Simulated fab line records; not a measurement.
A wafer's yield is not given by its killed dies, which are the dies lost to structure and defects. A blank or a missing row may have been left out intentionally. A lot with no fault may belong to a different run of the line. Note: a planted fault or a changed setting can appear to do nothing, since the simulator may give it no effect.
Matching of chambers :: flow nand_harc :: rie_diel-05 running NHARC_A_ZERO_WELL_DESCUM_12: 4 sister chambers
The step chemistry O2, time 3 s. 8 wafers are shown with their chamber, then 12 later ones without.

WAFERS WITH THEIR CHAMBER
wafer: L087.3
chamber: 3
showerhead_plenum_p_Torr (Torr): 1.92
oes_product_au (a.u.): 1.004

wafer: L087.5
chamber: 3
showerhead_plenum_p_Torr (Torr): 1.92
oes_product_au (a.u.): 0.996

wafer: L089.1
chamber: 1
showerhead_plenum_p_Torr (Torr): 2.01
oes_product_au (a.u.): 1.011

wafer: L089.2
chamber: 0
showerhead_plenum_p_Torr (Torr): 2.04
oes_product_au (a.u.): 1.009

wafer: L089.4
chamber: 2
showerhead_plenum_p_Torr (Torr): 1.84
oes_product_au (a.u.): 1.010

wafer: L090.1
chamber: 1
showerhead_plenum_p_Torr (Torr): 2.00
oes_product_au (a.u.): 1.002

wafer: L090.2
chamber: 0
showerhead_plenum_p_Torr (Torr): 2.04
oes_product_au (a.u.): 1.006

wafer: L090.4
chamber: 2
showerhead_plenum_p_Torr (Torr): 1.84
oes_product_au (a.u.): 1.012

WAFERS WITH NO CHAMBER GIVEN
wafer: L092.1
showerhead_plenum_p_Torr (Torr): 1.92
oes_product_au (a.u.): 1.006

wafer: L092.3
showerhead_plenum_p_Torr (Torr): 1.84
oes_product_au (a.u.): 0.995

wafer: L092.6
showerhead_plenum_p_Torr (Torr): 1.84
oes_product_au (a.u.): 1.007

wafer: L093.4
showerhead_plenum_p_Torr (Torr): 2.04
oes_product_au (a.u.): 1.011

wafer: L093.5
showerhead_plenum_p_Torr (Torr): 1.84
oes_product_au (a.u.): 1.001

wafer: L093.6
showerhead_plenum_p_Torr (Torr): 2.00
oes_product_au (a.u.): 0.998

wafer: L094.1
showerhead_plenum_p_Torr (Torr): 2.04
oes_product_au (a.u.): 1.004

wafer: L094.2
showerhead_plenum_p_Torr (Torr): 1.84
oes_product_au (a.u.): 1.002

wafer: L094.4
showerhead_plenum_p_Torr (Torr): 2.00
oes_product_au (a.u.): 0.990

wafer: L096.1
showerhead_plenum_p_Torr (Torr): 1.84
oes_product_au (a.u.): 1.005

wafer: L096.3
showerhead_plenum_p_Torr (Torr): 1.92
oes_product_au (a.u.): 0.998

wafer: L096.5
showerhead_plenum_p_Torr (Torr): 1.92
oes_product_au (a.u.): 0.988

THE CHAMBER EACH PASSED THROUGH
wafer: L092.1
from the rows above: 3
in truth: 3

wafer: L092.3
from the rows above: 2
in truth: 2

wafer: L092.6
from the rows above: 2
in truth: 2

wafer: L093.4
from the rows above: 0
in truth: 0

wafer: L093.5
from the rows above: 2
in truth: 2

wafer: L093.6
from the rows above: 1
in truth: 1

wafer: L094.1
from the rows above: 0
in truth: 0

wafer: L094.2
from the rows above: 2
in truth: 2

wafer: L094.4
from the rows above: 1
in truth: 1

wafer: L096.1
from the rows above: 2
in truth: 2

wafer: L096.3
from the rows above: 3
in truth: 3

wafer: L096.5
from the rows above: 3
in truth: 3
12 of 12 placed correctly. Not placeable from these rows: 0. Number placed wrongly: 0.
How it was worked out, from the rows above alone: a wafer's distance from a chamber is the root of the sum, over the readings, of the square of ((its reading less the chamber's mean) divided by the reading's scatter). The wafer belongs to the nearest chamber; if the next one is less than 2 further off, it can't be placed. Each chamber's mean is taken over the wafers shown for it. How the scatter is found: for the shown wafers, subtract from each reading the mean of its chamber, square and add these, divide the total by (wafers less chambers), then take the root.
